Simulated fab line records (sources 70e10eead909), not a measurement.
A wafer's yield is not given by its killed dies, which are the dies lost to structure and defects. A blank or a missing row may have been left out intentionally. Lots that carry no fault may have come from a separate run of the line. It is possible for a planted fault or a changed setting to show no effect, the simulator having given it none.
Chamber matching	flow nand-harc	NHARC_P_M2_DESCUM_14 on rie-diel-08 has 3 sister chambers
The step chemistry O2, time 3 s. 6 wafers are shown with their chamber, then 4 later ones without.

EACH WAFER AND ITS CHAMBER
wafer	chamber	showerhead-plenum-p-Torr (Torr)	drypump-motor-current-A (A)
L499.1	0	1.85	5.1
L507.1	2	2.01	6.3
L507.6	1	1.89	5.9
L508.2	1	1.88	5.9
L508.3	0	1.85	5.1
L508.6	2	2.01	6.4

WAFERS WITHOUT THEIR CHAMBER
wafer	showerhead-plenum-p-Torr (Torr)	drypump-motor-current-A (A)
L511.4	2.01	6.4
L511.5	1.88	5.9
L512.3	1.88	5.9
L512.4	1.85	5.1

WHICH CHAMBER EACH ONE RAN IN
wafer	from the rows above	in truth
L511.4	2	2
L511.5	1	1
L512.3	1	1
L512.4	0	0
Placed correctly: 4 of 4. Can't be placed from these rows: 0. 0 placed wrongly.
How it was worked out, from the rows above alone: a wafer's distance from a chamber is the root of the sum, over the readings, of the square of ((its reading less the chamber's mean) divided by the reading's scatter). If the next closest chamber is less than 2 further off than the closest, the wafer can't be placed; otherwise it belongs to the closest. Each chamber's mean is taken over the wafers shown for it. How the scatter is found: for the shown wafers, subtract from each reading the mean of its chamber, square and add these, divide the total by (wafers less chambers), then take the root.
